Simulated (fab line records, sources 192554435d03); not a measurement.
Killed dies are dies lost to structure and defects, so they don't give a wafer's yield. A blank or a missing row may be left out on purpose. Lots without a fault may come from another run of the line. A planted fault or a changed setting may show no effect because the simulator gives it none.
A struck lot beside a sound one | flow n5_finfet | 21 steps out of a route of 1938
Sound: wafers L878.3, L878.4, L878.6. Struck: wafer L884.1. (L884.5 of the same lot was not struck and is left out.) The cause comes at the end.
At each step with rows: each side's tool, then ch and its chambers, then its first start. Under that, the readings that differ: sound wafers | struck wafers | difference of the means | sigmas: that difference in standard deviations of wafers without a fault.
alike: readings whose means differ by less than 2 such deviations, and words and numbers that are the same on both sides. not compared: withheld readings, readings that some wafer has no value for, bounds like >300 that may hide the same value, and numbers for which the record gives no deviation and whose values overlap.
The two part at a step that has a row with sigmas, a row that says differs or no value, or rows on one side only. Numbers that don't overlap but have no deviation are shown without sigmas and don't part them. A reading that every wafer of one side lacks parts them only if that side has two wafers or more.

first, 8 steps without rows for these wafers: N5_BEOL_M14_COAT_58 (time 60 s, resist thk 89 nm); N5_BEOL_M14_COAT_04 (resist thk 800 nm); N5_BEOL_M14_EBR_06; N5_BEOL_M14_SOFTBAKE_05 (time 60 s); N5_BEOL_M14_EXPOSE_07 (exposes mask V13); N5_BEOL_M14_PEB_08 (peb time 90 s); N5_BEOL_M14_DEVELOP_09 (develop time 45 s); N5_BEOL_M14_HARDBAKE_14 (time 120 s).
N5_BEOL_M14_CD_MEAS_10: target cd 250 nm.
  sound on cd_sem-03 ch 0, day 15 09:23; struck on cd_sem-01 ch 0, day 16 11:59
  reading    | sound             | struck | difference | sigmas
  cd_nm (nm) | 247.9 247.5 244.9 | 253.4  | +6.6       | +3
N5_BEOL_M14_OVL_MEAS_11:
  sound on overlay-01 ch 0, day 15 09:25; struck on overlay-01 ch 0, day 16 12:01
  alike: V13_OVL
N5_BEOL_M14_INSPECT_12: inspects for defects (macro).
  sound on defect_inspect-01, day 15 09:26; struck on defect_inspect-02, day 16 12:02
  alike: raw_defect_count
N5_BEOL_M14_DESCUM_15: chemistry O2, time 7.9 s.
  sound on rie_diel-01 ch 0,1,2, day 15 09:31; struck on rie_diel-01 ch 2, day 16 12:04
  alike: drypump_motor_current_A, o2_flow_sccm, oes_product_au, rf_vpp_V, showerhead_plenum_p_Torr, throttle_valve_pct
  not compared: rf_hours_counter_h
N5_BEOL_M14_ETCH_59: etches BARC in N2/H2, target depth 89 nm, overetch 26.7 nm, time 67.9 s.
  sound on rie_diel-01 ch 0,1,2, day 15 09:33; struck on rie_diel-01 ch 2, day 16 12:07
  reading                                    | sound             | struck | difference | sigmas
  model.coat_of_BEOL_M14_COAT_04.thk_nm (nm) | 717.4 712.6 717.6 | 681    | -35        |
  alike: drypump_motor_current_A, oes_product_au, rf_vpp_V, showerhead_plenum_p_Torr, throttle_valve_pct
  not compared: rf_hours_counter_h
N5_BEOL_M14_VIA_ETCH_16: etches SiO2 in C4F8/O2/Ar, target depth 1231.3 nm.
  sound on rie_diel-01 ch 0,1,2, day 15 09:36; struck on rie_diel-01 ch 2, day 16 12:10
  reading                                    | sound             | struck | difference | sigmas
  he_outer_torr (Torr)                       | 29.97 29.88 29.97 | 30.11  | +0.17      | +3
  model.coat_of_BEOL_M14_COAT_04.thk_nm (nm) | 452.8 454 446     | 419.8  | -31.1      |
  alike: C4F8_flow_sccm, O2_flow_sccm, drypump_motor_current_A, mfc_ar_sccm, oes_o_777_au, oes_product_au, rf_vpp_V, showerhead_plenum_p_Torr, throttle_valve_pct
N5_BEOL_M14_STRIP_63: strips in O2.
  sound on rie_diel-01 ch 0,1,2; struck on rie_diel-01 ch 2
  alike: drypump_motor_current_A, o2_flow_sccm, oes_product_au, rf_vpp_V, showerhead_plenum_p_Torr, throttle_valve_pct
  not compared: rf_hours_counter_h
N5_BEOL_M14_STRIP_64: strips in O2.
  sound on rie_diel-01 ch 0,1,2; struck on rie_diel-01 ch 2
  reading      | sound       | struck | difference | sigmas
  rf_vpp_V (V) | 3.8 2.8 3.7 | 4.4    | +1.0       | +2
  alike: drypump_motor_current_A, o2_flow_sccm, oes_product_au, showerhead_plenum_p_Torr, throttle_valve_pct
  not compared: rf_hours_counter_h
then, 2 steps without rows for these wafers: N5_BEOL_M14_STRIP_71 (strips in post etch residue remover, time 60 s); N5_BEOL_M14_SRD_72 (time 30 s, dry time 30 s).
N5_BEOL_M14_CD_MEAS_17: target cd 250 nm.
  sound on cd_sem-02, day 15 09:57; struck on cd_sem-02, day 16 12:31
  reading    | sound             | struck | difference | sigmas
  cd_nm (nm) | 250.3 248.8 244.3 | 260.3  | +12.5      | +5
then, 2 steps without rows for these wafers: N5_BEOL_M14_COAT_65 (time 60 s, resist thk 450 nm); N5_PASSIVATION_PROBE_49.

WHERE THEY PART
First at N5_BEOL_M14_CD_MEAS_10; last, within this record, at N5_BEOL_M14_CD_MEAS_17.

WHY: what the simulator had put in
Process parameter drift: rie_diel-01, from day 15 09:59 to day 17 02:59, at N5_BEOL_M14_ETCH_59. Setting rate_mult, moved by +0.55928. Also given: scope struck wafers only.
